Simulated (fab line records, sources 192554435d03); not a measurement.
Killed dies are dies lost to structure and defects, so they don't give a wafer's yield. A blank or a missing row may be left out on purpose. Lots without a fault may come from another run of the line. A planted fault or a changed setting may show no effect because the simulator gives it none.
Chamber matching | flow n5_finfet | N5_BEOL_M3_VIA_ETCH_34 on rie_diel-02: 4 sister chambers
The step etches the open film in C4F6/O2, target depth 69.4 nm, time 65.9 s. 27 wafers are shown with their chamber, then 12 later ones without.

WAFERS WITH THEIR CHAMBER
wafer  | chamber | drypump_motor_current_A (A) | throttle_valve_pct (%) | rf_vpp_V (V)
L075.1 | 3       | 5.4                         | 30.53                  | 685
L075.5 | 3       | 5.4                         | 30.53                  | 686
L075.6 | 2       | 6.4                         | 30.68                  | 667
L076.3 | 0       | 5.4                         | 30.33                  | 689
L076.4 | 1       | 5.7                         | 30.70                  | 668
L076.6 | 2       | 6.4                         | 30.66                  | 667
L078.1 | 3       | 5.4                         | 30.54                  | 688
L078.5 | 1       | 5.7                         | 30.71                  | 669
L078.6 | 0       | 5.4                         | 30.33                  | 691
L077.3 | 2       | 6.4                         | 30.67                  | 669
L077.4 | 3       | 5.4                         | 30.54                  | 686
L077.6 | 2       | 6.4                         | 30.68                  | 667
L079.2 | 2       | 6.5                         | 30.68                  | 668
L079.4 | 3       | 5.4                         | 30.54                  | 687
L079.6 | 2       | 6.5                         | 30.69                  | 668
L083.1 | 2       | 6.4                         | 30.69                  | 667
L083.3 | 3       | 5.4                         | 30.54                  | 685
L083.5 | 1       | 5.7                         | 30.72                  | 670
L084.3 | 3       | 5.4                         | 30.56                  | 686
L084.4 | 1       | 5.7                         | 30.73                  | 669
L084.5 | 3       | 5.4                         | 30.54                  | 686
L085.1 | 2       | 6.5                         | 30.70                  | 669
L085.4 | 0       | 5.4                         | 30.36                  | 689
L085.5 | 3       | 5.4                         | 30.54                  | 685
L087.1 | 3       | 5.4                         | 30.56                  | 686
L087.4 | 2       | 6.5                         | 30.70                  | 668
L087.5 | 2       | 6.4                         | 30.71                  | 668

SIGNATURES (means of the wafers above)
reading                 | chamber 0 | chamber 1 | chamber 2 | chamber 3 | scatter within a chamber
drypump_motor_current_A | 5.400     | 5.700     | 6.440     | 5.400     | 0.0323
throttle_valve_pct      | 30.3400   | 30.7150   | 30.6860   | 30.5420   | 0.0134
rf_vpp_V                | 689.67    | 669.00    | 667.80    | 686.00    | 0.891
Rule: a wafer's distance from a chamber is the root of the sum, over the readings, of the square of ((its reading less the chamber's mean) divided by the reading's scatter). The wafer belongs to the nearest chamber; if the next one is less than 2 further off, it can't be placed. The scatter: the root of (the sum of the squares of (reading less its chamber's mean) over the shown wafers, divided by (wafers less chambers)).

WAFERS WITHOUT THEIR CHAMBER
wafer  | drypump_motor_current_A (A) | throttle_valve_pct (%) | rf_vpp_V (V)
L090.3 | 5.4                         | 30.36                  | 689
L090.5 | 5.7                         | 30.74                  | 669
L090.6 | 5.4                         | 30.36                  | 690
L089.2 | 5.7                         | 30.73                  | 669
L089.4 | 6.4                         | 30.69                  | 669
L089.6 | 6.4                         | 30.72                  | 665
L095.1 | 6.5                         | 30.70                  | 667
L095.4 | 5.4                         | 30.37                  | 689
L095.5 | 6.5                         | 30.69                  | 668
L094.1 | 5.4                         | 30.57                  | 686
L094.2 | 5.4                         | 30.36                  | 690
L094.4 | 5.7                         | 30.73                  | 668

WHICH CHAMBER EACH WENT THROUGH
wafer  | from the rows above | in truth
L090.3 | 0                   | 0
L090.5 | 1                   | 1
L090.6 | 0                   | 0
L089.2 | 1                   | 1
L089.4 | 2                   | 2
L089.6 | 2                   | 2
L095.1 | 2                   | 2
L095.4 | 0                   | 0
L095.5 | 2                   | 2
L094.1 | 3                   | 3
L094.2 | 0                   | 0
L094.4 | 1                   | 1
Placed correctly: 12 of 12. Can't be placed from these rows: 0. Placed wrongly: 0.
